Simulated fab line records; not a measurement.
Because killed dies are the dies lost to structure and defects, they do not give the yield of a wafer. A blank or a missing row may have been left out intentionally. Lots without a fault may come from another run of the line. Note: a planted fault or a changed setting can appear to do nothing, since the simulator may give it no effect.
Chamber matching | flow nand_harc | NHARC_A_STAIRCASE_DESCUM_252 on rie_diel-07 has 4 sister chambers
The step chemistry O2, time 3 s. 8 wafers are shown with their chamber, then 11 later ones without.

WAFERS WITH THEIR CHAMBER
wafer  | chamber | drypump_motor_current_A (A) | showerhead_plenum_p_Torr (Torr)
L077.4 | 1       | 6.3                         | 1.84
L082.4 | 0       | 5.9                         | 1.89
L083.2 | 2       | 5.9                         | 1.90
L083.5 | 2       | 5.9                         | 1.90
L083.3 | 1       | 6.3                         | 1.83
L083.4 | 0       | 5.8                         | 1.88
L083.6 | 3       | 4.9                         | 1.81
L084.1 | 3       | 4.9                         | 1.81

WAFERS WHOSE CHAMBER IS MISSING
wafer  | drypump_motor_current_A (A) | showerhead_plenum_p_Torr (Torr)
L084.2 | 5.9                         | 1.90
L084.6 | 5.9                         | 1.88
L088.1 | 5.8                         | 1.88
L088.5 | 5.9                         | 1.89
L088.6 | 4.9                         | 1.81
L096.1 | 4.9                         | 1.80
L096.3 | 5.8                         | 1.87
L096.4 | 5.9                         | 1.89
L097.1 | 6.2                         | 1.82
L097.4 | 4.9                         | 1.80
L097.5 | 4.9                         | 1.80

CHAMBER TAKEN BY EACH
wafer  | from the rows above     | in truth
L084.2 | 2                       | 2
L084.6 | 0                       | 0
L088.1 | 0                       | 0
L088.5 | can't be placed: 0 or 2 | 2
L088.6 | 3                       | 3
L096.1 | 3                       | 3
L096.3 | 0                       | 0
L096.4 | can't be placed: 0 or 2 | 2
L097.1 | 1                       | 1
L097.4 | 3                       | 3
L097.5 | 3                       | 3
Correct placement for 9 of the 11. These rows do not allow placing 2 (true chamber among the candidates in 2). 0 placed wrongly.
How it was worked out, from the rows above alone: a wafer's distance from a chamber is the root of the sum, over the readings, of the square of ((its reading less the chamber's mean) divided by the reading's scatter). The wafer belongs to the nearest chamber; if the next one is less than 2 further off, it can't be placed. The mean given for a chamber averages the wafers shown for that chamber. How the scatter is found: for the shown wafers, subtract from each reading the mean of its chamber, square and add these, divide the total by (wafers less chambers), then take the root.
